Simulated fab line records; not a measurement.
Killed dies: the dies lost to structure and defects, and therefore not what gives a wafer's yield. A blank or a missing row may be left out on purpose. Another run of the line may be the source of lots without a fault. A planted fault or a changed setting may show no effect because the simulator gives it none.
Split-lot study ; flow n5_finfet ; on a route of 1938 steps: 7 lots, 21 wafers read

THE SPLIT
At N5_PASSIVATION_EXPOSE_07 (exposes mask TV, defocus 0 nm, target cd 3000 nm), the setting dose_mj was moved away from the recipe's 22.75 on 7 of the 21 wafers read, by -5.3% to +6.5%. The other wafers ran this setting at the recipe's value.

FROM THE SPLIT TO THE READING: what the file shows between them, 3 steps
- N5_PASSIVATION_PEB_08
- N5_PASSIVATION_DEVELOP_09: develop time 60 s
- N5_PASSIVATION_HARDBAKE_11: time 120 s

THE READING
cd_nm at N5_PASSIVATION_CD_MEAS_10, given in nm (cd target 3000 nm). Typical for fault-free wafers on this fab line: 3000.3 nm, with standard deviation 1.6 nm.

wafer;tool, chamber at the split;dose_mj as run;against the recipe;cd_nm, nm;against lot-mates on the recipe
L075.2;krf_scanner-02, 0;22.75;recipe;2999.0;-
L075.3;krf_scanner-02, 0;22.75;recipe;3000.3;-
L075.4;krf_scanner-02, 0;22.75;recipe;2999.4;-
L078.1;krf_scanner-02, 0;22.75;recipe;2999.4;-
L078.3;krf_scanner-02, 0;22.75;recipe;2999.1;-
L078.6;krf_scanner-02, 0;22.75;recipe;3001.4;-
L077.1;krf_scanner-02, 0;24.22;+6.5%;3011.7;+11.8
L077.3;krf_scanner-02, 0;22.75;recipe;3000.1;-
L077.4;krf_scanner-02, 0;22.75;recipe;2999.8;-
L087.1;krf_scanner-02, 0;22.75;recipe;2999.7;-
L087.5;krf_scanner-02, 0;22.75;recipe;2997.5;-
L087.6;krf_scanner-02, 0;22.75;recipe;3000.2;-
L084.2;krf_scanner-01, 0;24.18;+6.3%;3013.7;+12.3
L084.4;krf_scanner-01, 0;24.18;+6.3%;3014.1;+12.7
L084.6;krf_scanner-01, 0;22.75;recipe;3001.4;-
L088.2;krf_scanner-01, 0;21.63;-4.9%;2986.3;-10.2
L088.3;krf_scanner-01, 0;21.63;-4.9%;2987.2;-9.3
L088.6;krf_scanner-01, 0;22.75;recipe;2996.5;-
L091.1;krf_scanner-02, 0;21.55;-5.3%;2986.4;-12.6
L091.4;krf_scanner-02, 0;21.55;-5.3%;2987.1;-11.9
L091.6;krf_scanner-02, 0;22.75;recipe;2999.0;-

FIT RESULTS
A straight line over all 21 wafers: cd_nm changes by +2.31 nm for each +1% of dose_mj; r = +0.99; the points scatter about the line by 1.3 nm.
The same after taking each lot's own level away (the mean of its wafers on the recipe; 21 wafers): +2.04 nm for each +1%; r = +0.99; scatter 0.88 nm.
According to that fit, moving dose_mj by its largest amount changes the reading by 13 nm.
The span of the lots' own levels, 2996.50 to 3001.40 nm, comes to 3.1 times the standard deviation stated above.
Hence the slope depends on the lot-to-lot level, as the two fits are not the same.
Check: for one of the wafers moved furthest among these (+6.5%), held out of the fit, the line's prediction against its lot-mates is +13.3 nm. It came out at +11.8 nm against them.

THESE WAFERS: OTHER SPLITS
Before the reading, these wafers also passed through other splits. Each is held against what the fit with the lots' levels taken away leaves over:
other split on the same wafers;wafers away from the commonest value;r with cd_nm (lot level and that fit taken away)
N5_BEOL_M13_COAT_58 spin_rpm;9;+0.03
N5_BEOL_M13_COAT_04 spin_rpm;5;+0.40
N5_BEOL_M15_PEB_26 peb_temp_c;5;-0.03
N5_BEOL_M15_DEVELOP_27 develop_time_s;7;-0.16
N5_MIM_BOT_LITHO_EXPOSE_05 dose_mj;10;-0.09
N5_MIM_BOT_LITHO_DEVELOP_07 develop_time_s;3;+0.30

FILE'S OWN FIT
cd_nm changes by +2 nm for each +1% of dose_mj, r = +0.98.
